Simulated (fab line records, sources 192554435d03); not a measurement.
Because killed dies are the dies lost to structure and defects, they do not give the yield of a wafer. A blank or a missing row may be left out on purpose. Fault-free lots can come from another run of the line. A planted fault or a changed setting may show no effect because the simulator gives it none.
Split-lot study    flow n5_finfet    route with 1938 steps; 7 lots, 39 wafers read

## ABOUT THE SPLIT
At N5_PASSIVATION_PECVD_55 (deposits SiO2 from SiH4/N2O, target thk 400 nm, time 22.5 s), the setting time_s was moved away from the recipe's 22.5 s on 18 of the 39 wafers read, by -42.9% to +47.9%. All remaining wafers had this setting at the recipe value.

## FROM THE SPLIT TO THE READING: what the file shows between them, 4 steps
- N5_PASSIVATION_PECVD_01: deposits SiNx from SiH4/NH3/N2, target thk 200 nm, time 43.2 s
- N5_PASSIVATION_HMDS_03: time 60 s
- N5_PASSIVATION_DESCUM_12: chemistry O2, time 7.9 s
- N5_PASSIVATION_PASS_ETCH_74: etches SiNx in CF4/O2, target depth 220 nm, time 110 s

## THE READING
TV_OPEN.cd_offset_nm (the simulator's own value, which no gauge read), in nm, at N5_PASSIVATION_VIA_ETCH_13 (etches SiO2 in CHF3/O2, target depth 660 nm, time 330 s). The file does not state a usual value for it. Here, 21 wafers ran the recipe; their average is 2.0 nm with a standard deviation of 0.49 nm.

wafer   tool, chamber at the split  time_s as run, s  against the recipe  TV_OPEN.cd_offset_nm, nm  against lot-mates on the recipe
L075.1  pecvd-02, 2                 12.84             -42.9%              4.6                       +2.3
L075.2  pecvd-02, 1                 22.5              recipe              2.2                       -
L075.3  pecvd-02, 1                 12.84             -42.9%              4                         +1.7
L075.4  pecvd-02, 2                 12.84             -42.9%              4                         +1.7
L075.5  pecvd-02, 1                 22.5              recipe              2.2                       -
L075.6  pecvd-02, 2                 22.5              recipe              2.6                       -
L077.1  pecvd-03, 0                 22.5              recipe              1.8                       -
L077.2  pecvd-03, 1                 22.5              recipe              2.6                       -
L077.4  pecvd-03, 0                 22.5              recipe              2.4                       -
L083.1  pecvd-03, 2                 22.5              recipe              1.8                       -
L083.2  pecvd-03, 1                 13.1              -41.8%              3.6                       +1.7
L083.3  pecvd-03, 0                 22.5              recipe              2.2                       -
L083.4  pecvd-03, 0                 22.5              recipe              1.6                       -
L083.5  pecvd-03, 2                 13.1              -41.8%              4                         +2.1
L083.6  pecvd-03, 1                 13.1              -41.8%              4.2                       +2.3
L086.1  pecvd-03, 0                 32.32             +43.6%              0                         -2.1
L086.2  pecvd-03, 1                 22.5              recipe              2                         -
L086.3  pecvd-03, 2                 22.5              recipe              2.2                       -
L086.4  pecvd-03, 1                 32.32             +43.6%              -0.8                      -2.9
L086.5  pecvd-03, 0                 22.5              recipe              2.2                       -
L086.6  pecvd-03, 2                 32.32             +43.6%              0.4                       -1.7
L090.1  pecvd-03, 0                 17.45             -22.4%              2.6                       +1.2
L090.2  pecvd-03, 2                 22.5              recipe              1                         -
L090.3  pecvd-03, 1                 17.45             -22.4%              2.8                       +1.4
L090.4  pecvd-03, 2                 22.5              recipe              1.8                       -
L090.5  pecvd-03, 0                 17.45             -22.4%              2.6                       +1.2
L090.6  pecvd-03, 1                 22.5              recipe              1.4                       -
L092.1  pecvd-04, 2                 22.5              recipe              1.8                       -
L092.2  pecvd-04, 0                 22.5              recipe              2.6                       -
L092.3  pecvd-04, 2,0               27.42             +21.9%              1.4                       -0.9
L092.4  pecvd-04, 2,0               27.42             +21.9%              1.2                       -1.1
L092.5  pecvd-04, 0                 27.42             +21.9%              1                         -1.3
L092.6  pecvd-04, 2                 22.5              recipe              2.6                       -
L095.1  pecvd-04, 2                 22.5              recipe              1.8                       -
L095.2  pecvd-04, 0                 33.27             +47.9%              -1.4                      -2.8
L095.3  pecvd-04, 2                 22.5              recipe              0.8                       -
L095.4  pecvd-04, 0                 33.27             +47.9%              -1.8                      -3.2
L095.5  pecvd-04, 2                 33.27             +47.9%              -1.6                      -3.0
L095.6  pecvd-04, 0                 22.5              recipe              1.6                       -
Rows listing several chambers each stand for several wafers; the file does not say which wafer went through which chamber.

THE FIT
A straight line over all 39 wafers: TV_OPEN.cd_offset_nm changes by -0.0539 nm for each +1% of time_s; r = -0.94; the points scatter about the line by 0.54 nm.
The same after taking each lot's own level away (the mean of its wafers on the recipe; 39 wafers): -0.0527 nm for each +1%; r = -0.97; scatter 0.34 nm.
On that fit, the largest move of time_s shifts the reading by 2.5 nm.
The span of the lots' own levels, 1.40 to 2.33 nm, comes to 1.9 times the standard deviation stated above.
Consequently the slope shifts little with the lot-to-lot level, the two slopes agreeing.
Check: -2.56 nm against its lot-mates is what the line predicts for one of the wafers moved furthest among these (+47.9%) when that wafer is left out of the fit. It came out at -2.8 nm against them.

## THE OTHER SPLITS THESE WAFERS WENT THROUGH
Before the reading, these wafers also passed through other splits. Each is held against what the fit with the lots' levels taken away leaves over:
other split on the same wafers  wafers away from the commonest value  r with TV_OPEN.cd_offset_nm (lot level and that fit taken away)
N5_BEOL_M15_ILD_DEP_00 time_s   15                                    -0.28

## THE WHOLE CHAIN: every reading that the file lists as answering this split, in the file's order
step                        what it does                                                 reading                                                                               change (the file's fit)                 r (the file's)
N5_PASSIVATION_PECVD_55     deposits SiO2 from SiH4/N2O, target thk 400 nm, time 22.5 s  SiO2_of_PASSIVATION_PECVD_55.thk_nm (the simulator's own value, which no gauge read)  +3.99 nm for each +1% of the setting    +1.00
N5_PASSIVATION_VIA_ETCH_13  etches SiO2 in CHF3/O2, target depth 660 nm, time 330 s      etch_rf_on_time_s                                                                     withheld for each +1% of the setting    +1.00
N5_PASSIVATION_VIA_ETCH_13  etches SiO2 in CHF3/O2, target depth 660 nm, time 330 s      TV_OPEN.cd_offset_nm (the simulator's own value, which no gauge read)                 -0.0527 nm for each +1% of the setting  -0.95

## THE FILE'S OWN FIT
TV_OPEN.cd_offset_nm changes by -0.0527 nm for each +1% of time_s, r = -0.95.
